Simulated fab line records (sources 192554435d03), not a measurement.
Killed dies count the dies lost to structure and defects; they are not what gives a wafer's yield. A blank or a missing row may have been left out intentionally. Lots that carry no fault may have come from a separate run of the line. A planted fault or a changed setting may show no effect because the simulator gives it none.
Which tool is to blame?    flow n5_finfet    8 lots with 24 wafers sampled at 4 steps, on a route of 1938 steps

## WHAT THE GAUGES READ, wafer by wafer
N5_FIN_CUT_INSPECT_17: inspects for defects (brightfield).
lot   measured     on                 raw_defect_count
L325  day 2 12:36  defect_inspect-02  235 276 276
L326  day 2 15:07  defect_inspect-02  306 427 280
L332  day 4 03:53  defect_inspect-02  316 260 160
L334  day 4 15:43  defect_inspect-02  105 1503 154
L339  day 5 21:25  defect_inspect-01  198 280 252
L340  day 6 06:31  defect_inspect-01  163 360 203
L342  day 6 17:41  defect_inspect-02  228 280 302
L344  day 7 05:02  defect_inspect-02  210 239 132

## TOOL THAT RAN EACH LOT (tool first, then ch and the chambers of the sampled wafers, then the start)
lot   N5_FIN_CUT_ETCH_30                 N5_FIN_CUT_CUT_ETCH_27             N5_FIN_CUT_CUT_ETCH_28
L325  rie_diel-02 ch 1,2,3, day 2 11:30  rie_diel-02 ch 1,2,3, day 2 11:57  rie_si-02 ch 0,1,3, day 2 12:20
L326  rie_diel-02 ch 0,1,2, day 2 14:13  rie_diel-02 ch 0,1,2, day 2 14:40  rie_si-02 ch 1,3, day 2 14:53
L332  rie_diel-02 ch 0,1, day 4 03:01    rie_diel-02 ch 0,1, day 4 03:28    rie_si-05 ch 1,3, day 4 03:40
L334  rie_diel-04 ch 0,1, day 4 14:50    rie_diel-04 ch 0,1, day 4 15:17    rie_si-05 ch 2,3, day 4 15:29
L339  rie_diel-05 ch 0,2,3, day 5 20:32  rie_diel-05 ch 0,2,3, day 5 20:58  rie_si-05 ch 1,2,3, day 5 21:11
L340  rie_diel-02 ch 0,1,3, day 6 05:38  rie_diel-02 ch 0,1,3, day 6 06:05  rie_si-03 ch 0,1,3, day 6 06:17
L342  rie_diel-05 ch 0,1,3, day 6 16:45  rie_diel-05 ch 0,1,3, day 6 17:11  rie_si-05 ch 1,2, day 6 17:24
L344  rie_diel-02 ch 0,1,3, day 7 04:10  rie_diel-02 ch 0,1,3, day 7 04:37  rie_si-03 ch 2,3, day 7 04:49
- N5_FIN_CUT_ETCH_30: etches underlayer in N2/H2, target depth 13 nm, time 10.4 s.
- N5_FIN_CUT_CUT_ETCH_27: etches SiO2 in CHF3/O2, target depth 4 nm, overetch 2 nm, time 4.9 s.
- N5_FIN_CUT_CUT_ETCH_28: etches Si in HBr/Cl2/O2, target depth 6 nm, time 2.4 s.

## THE ANSWER, worked out from the rows above alone
Rule: the lots themselves supply what counts as usual. The widest of any qualifying gaps counts: lots, ordered by their means at a reading, are off when they make up no more than a third of the lots, leave a main group of 4 or more, and stand apart from it by 3 or more times the standard deviation of that group's means. A main group whose means are all the same, to the digits that the tables above print for the reading, isn't used. A lot without any number at a reading at which 4 lots or more have one is off too. All remaining lots with rows at the step are treated as sound.
Off, at N5_FIN_CUT_INSPECT_17 on raw_defect_count: L334. Mean 256 and standard deviation 40 in the main group.
A tool fits if, at a process step before that reading, it ran every lot that is off, and no sound lot after the first of them. Gauges at N5_FIN_CUT_INSPECT_17: tried the same way as those tools. One fits: N5_FIN_CUT_ETCH_30 and N5_FIN_CUT_CUT_ETCH_27 on rie_diel-04. It ran no sound lot before its first lot that is off in this sample, so the start can't be narrowed down.

## WHAT THE SIMULATOR HAD PUT IN
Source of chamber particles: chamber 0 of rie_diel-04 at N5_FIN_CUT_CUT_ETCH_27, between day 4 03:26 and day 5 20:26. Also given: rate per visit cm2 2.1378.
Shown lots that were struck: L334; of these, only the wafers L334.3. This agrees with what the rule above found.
